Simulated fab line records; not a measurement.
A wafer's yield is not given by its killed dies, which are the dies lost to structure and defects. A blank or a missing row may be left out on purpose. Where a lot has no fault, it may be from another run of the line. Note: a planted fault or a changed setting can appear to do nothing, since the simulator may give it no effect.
Matching of chambers | flow nandHarc | NHARC_P_M2_DEP_33 on pecvd-02 has 3 sister chambers
The step deposits SiCN, target thk 30 nm. 6 wafers are shown with their chamber, then 9 later ones without.

== WAFERS PAIRED WITH THEIR CHAMBERS ==
wafer  | chamber | heaterPowerW (W)
L090.2 | 0       | 704
L090.5 | 2       | 680
L090.6 | 1       | 670
L092.1 | 2       | 829
L092.2 | 0       | 671
L092.4 | 1       | 676

== WAFERS WHOSE CHAMBER IS MISSING ==
wafer  | heaterPowerW (W)
L094.1 | 688
L094.4 | 593
L094.5 | 683
L095.2 | 677
L095.5 | 670
L095.6 | 795
L096.1 | 710
L096.3 | 632
L096.4 | 801

== EACH ONE'S CHAMBER ==
wafer  | from the rows above          | in truth
L094.1 | can't be placed: 0 or 1 or 2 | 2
L094.4 | can't be placed: 1 or 0 or 2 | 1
L094.5 | can't be placed: 0 or 1 or 2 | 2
L095.2 | can't be placed: 1 or 0 or 2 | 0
L095.5 | can't be placed: 1 or 0 or 2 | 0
L095.6 | can't be placed: 2 or 0 or 1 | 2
L096.1 | can't be placed: 0 or 1 or 2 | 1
L096.3 | can't be placed: 1 or 0 or 2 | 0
L096.4 | can't be placed: 2 or 0 or 1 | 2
Placed correctly: 0 of 9. From these rows, 9 cannot be placed; in 9 the true chamber is one of the candidates. Wrongly placed: 0.
How it was worked out, from the rows above alone: a wafer's distance from a chamber is the root of the sum, over the readings, of the square of ((its reading less the chamber's mean) divided by the reading's scatter). The wafer belongs to the nearest chamber; if the next one is less than 2 further off, it can't be placed. For every chamber, the mean is computed from those of its wafers that are shown. The scatter: the root of (the sum of the squares of (reading less its chamber's mean) over the shown wafers, divided by (wafers less chambers)).
